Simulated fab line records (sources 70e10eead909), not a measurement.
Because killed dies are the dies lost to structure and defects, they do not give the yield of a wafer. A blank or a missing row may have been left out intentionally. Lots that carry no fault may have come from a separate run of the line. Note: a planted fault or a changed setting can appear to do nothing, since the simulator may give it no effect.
Comparing a struck lot with a sound one    flow nandHarc    14 out of 1159 route steps
Sound: these wafers, L148.2, L148.5, L148.6. Struck: wafer L154.4 (L154.1, L154.3, from the same lot, were not struck and are left out); the cause is given at the end.
Order at every step that has rows: each side's tool, ch and its chambers, its first start. Under that, the readings that differ: sound wafers    struck wafers    difference of the means    sigmas: that difference in standard deviations of wafers without a fault.
alike: readings with means less than 2 such deviations apart, plus words and numbers identical on both sides. not compared: withheld readings, readings lacking a value on some wafer, bounds such as >300 that could conceal the same value, and numbers that have no deviation in the record and whose values overlap.
The two part at a step that has a row with sigmas, a row that says differs or no value, or rows on one side only. When numbers do not overlap yet have no deviation, they are printed without sigmas and do not part them. A reading missing from all wafers of one side parts the sides only when that side holds two or more wafers.

first, 1 step without rows for these wafers: NHARC_A_CONTACT_ETCH_137 (etches the open film in C4F8/O2/Ar, time 132 s, target depth 1287 nm).
NHARC_A_CONTACT_ETCH_138: etches the open film in C4F8/O2/Ar, time 132 s, target depth 1289 nm.
  sound on harCapEtch-03 ch 0,1, day 17 13:56; struck on harCapEtch-03 ch 0, day 19 05:16
  not compared: rfHoursCounterH
then, 1 step without rows for these wafers: NHARC_A_CONTACT_ETCH_139 (etches the open film in C4F8/O2/Ar, time 137 s, target depth 590 nm).
NHARC_A_CONTACT_ETCH_92: etches the open film in CH3F/O2, target depth 40 nm, time 85.7 s.
  sound on rieDiel-11 ch 0,1, day 17 14:32; struck on rieDiel-11 ch 0, day 19 05:48
reading              sound           struck  difference  sigmas
oesProductAu (a.u.)  1.02 0.98 1.01  0.93    -0.07       -2
  alike: drypumpMotorCurrentA, rfFwdPowerW, rfVppV, showerheadPlenumPTorr, throttleValvePct
  not compared: rfHoursCounterH
NHARC_A_CONTACT_ETCH_98: etches the open film in C4F6/O2, target depth 20 nm, time 10 s.
  sound: rieDiel-11 ch 0,2,3; struck: rieDiel-11 ch 1
reading               sound                 struck  difference  sigmas
oesProductAu (a.u.)   1.001 1.011 1.012     0.943   -0.065      -3
throttleValvePct (%)  26.914 26.904 26.919  26.884  -0.028      -3
  alike: drypumpMotorCurrentA, rfFwdPowerW, rfVppV, showerheadPlenumPTorr
  not compared: rfHoursCounterH
NHARC_A_CONTACT_CD_MEAS_15:
  struck on cdSem-02, day 19 06:03; sound on cdSem-03, day 17 14:46
  alike: cdNm
then, 4 steps without rows for these wafers: NHARC_A_CONTACT_STRIP_107 (strips in N2/H2); NHARC_A_CONTACT_STRIP_108 (strips in CF4/CHF3); NHARC_A_CONTACT_STRIP_109 (strips in O2/COS); NHARC_A_CONTACT_ETCH_110 (etches the open film in CF4/O2, target depth 50 nm, overetch 5 nm, time 27.5 s).
NHARC_A_CONTACT_STRIP_26: strips in O2.
  sound: rieDiel-07 ch 1,2,3; struck: rieDiel-05 ch 2
  alike: drypumpMotorCurrentA, oesProductAu, rfVppV, showerheadPlenumPTorr, throttleValvePct
  not compared: rfHoursCounterH
then, 1 step without rows for these wafers: NHARC_A_CONTACT_STRIP_27 (strips in post etch residue remover, time 600 s).
NHARC_A_CONTACT_ALD_18: deposits TiN, target thk 3 nm, pulse time 1 s, ald cycles 150.
  sound on aldMetal-02 ch 0,1,3, day 17 15:46; struck on aldMetal-02 ch 2, day 19 06:59
reading    sound        struck  difference  sigmas
aldCycles  150 150 150  172     +22         
  alike: heaterPowerW, precursorPulseHeightRel
NHARC_A_CONTACT_CVD_19: deposits W, target thk 300 nm, time 802 s.
  sound: cvdW-02 ch 0,1; struck: cvdW-01 ch 0
  alike: heaterPowerW, throttleValvePct

## WHERE THEY PART
At NHARC_A_CONTACT_ETCH_92 first; at NHARC_A_CONTACT_ETCH_98 last (within this record only). Later steps at which nothing parts them and some readings are alike: NHARC_A_CONTACT_CD_MEAS_15, NHARC_A_CONTACT_STRIP_26, NHARC_A_CONTACT_ALD_18, NHARC_A_CONTACT_CVD_19.

WHY: whatever the simulator had introduced
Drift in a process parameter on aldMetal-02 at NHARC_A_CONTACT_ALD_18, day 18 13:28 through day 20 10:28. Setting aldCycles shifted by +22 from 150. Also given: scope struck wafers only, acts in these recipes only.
